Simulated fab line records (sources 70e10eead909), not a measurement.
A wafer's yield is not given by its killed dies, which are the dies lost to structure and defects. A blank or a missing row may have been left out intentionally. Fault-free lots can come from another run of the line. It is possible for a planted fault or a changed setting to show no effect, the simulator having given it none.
Matching of chambers | flow nand-harc | rie-si-06 running NHARC_A_WL_FILL_ETCHBACK_26: 4 sister chambers
The step etches the open film in HBr, target depth 52 nm, time 13.3 s. 8 wafers are shown with their chamber, then 7 later ones without.

== EACH WAFER AND ITS CHAMBER ==
wafer  | chamber | drypump-motor-current-A (A) | rf-fwd-power-W (W)
L074.5 | 1       | 5.2                         | 342.8
L081.1 | 1       | 5.2                         | 338.8
L081.4 | 3       | 6.1                         | 341.5
L086.1 | 2       | 5.9                         | 345.8
L086.5 | 0       | 5.4                         | 342.2
L086.6 | 3       | 6.0                         | 340.5
L090.1 | 0       | 5.4                         | 342.6
L090.3 | 2       | 5.9                         | 346.7

== WAFERS WHOSE CHAMBER IS MISSING ==
wafer  | drypump-motor-current-A (A) | rf-fwd-power-W (W)
L090.6 | 5.9                         | 345.2
L094.1 | 5.9                         | 342.2
L094.3 | 5.4                         | 341.0
L094.4 | 6.0                         | 340.1
L096.1 | 5.9                         | 343.4
L096.3 | 5.4                         | 344.0
L096.6 | 6.0                         | 341.7

== THE CHAMBER EACH PASSED THROUGH ==
wafer  | from the rows above     | in truth
L090.6 | 2                       | 2
L094.1 | can't be placed: 2 or 3 | 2
L094.3 | 0                       | 0
L094.4 | 3                       | 3
L096.1 | 2                       | 2
L096.3 | 0                       | 0
L096.6 | 3                       | 3
Correct placement for 6 of the 7. Unplaceable from these rows: 1, with the true chamber sitting among the candidates in 1. Number placed wrongly: 0.
How it was worked out, from the rows above alone: a wafer's distance from a chamber is the root of the sum, over the readings, of the square of ((its reading less the chamber's mean) divided by the reading's scatter). If the next closest chamber is less than 2 further off than the closest, the wafer can't be placed; otherwise it belongs to the closest. Each chamber's mean is taken over the wafers shown for it. The scatter is the square root of a quotient: the sum, over the shown wafers, of each reading's squared deviation from its chamber's mean, divided by wafers minus chambers.
